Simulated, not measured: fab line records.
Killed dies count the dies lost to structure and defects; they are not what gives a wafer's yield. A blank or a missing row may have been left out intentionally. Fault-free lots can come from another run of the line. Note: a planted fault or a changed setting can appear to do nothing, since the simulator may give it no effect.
The tool behind it: which one?	flow nand_harc	18 wafers sampled from 6 lots at 1 step of a route of 1302

WHAT THE GAUGES READ, wafer by wafer
NHARC_P_STI_INSPECT_11.
lot	measured	on	raw_defect_count
L371	day 3 06:19	defect_inspect-02	2 11 8
L374	day 4 12:47	defect_inspect-02	7 10 7
L378	day 6 03:09	defect_inspect-01	4 9 3
L384	day 8 15:05	defect_inspect-01	3 3 5
L387	day 9 20:53	defect_inspect-02	5 8 3
L393	day 12 10:25	defect_inspect-02	5 5 1

EACH LOT AND THE TOOL THAT RAN IT (in order: tool; ch and the chambers of the sampled wafers; start)
Before these readings, the record contains no process step.

THE ANSWER, worked out from the rows above alone
Rule: what is usual is taken from the lots themselves. The widest of any qualifying gaps counts: lots, ordered by their means at a reading, are off when they make up no more than a third of the lots, leave a main group of 4 or more, and stand apart from it by 3 or more times the standard deviation of that group's means. The tables above print the reading to a certain number of digits; a main group whose means all agree to those digits is not used. A lot without any number at a reading at which 4 lots or more have one is off too. Where the step has rows for the other lots, those lots are counted as sound.
No lot is off at any reading shown: from this, nothing can be told.

WHAT HAD BEEN PUT IN BY THE SIMULATOR
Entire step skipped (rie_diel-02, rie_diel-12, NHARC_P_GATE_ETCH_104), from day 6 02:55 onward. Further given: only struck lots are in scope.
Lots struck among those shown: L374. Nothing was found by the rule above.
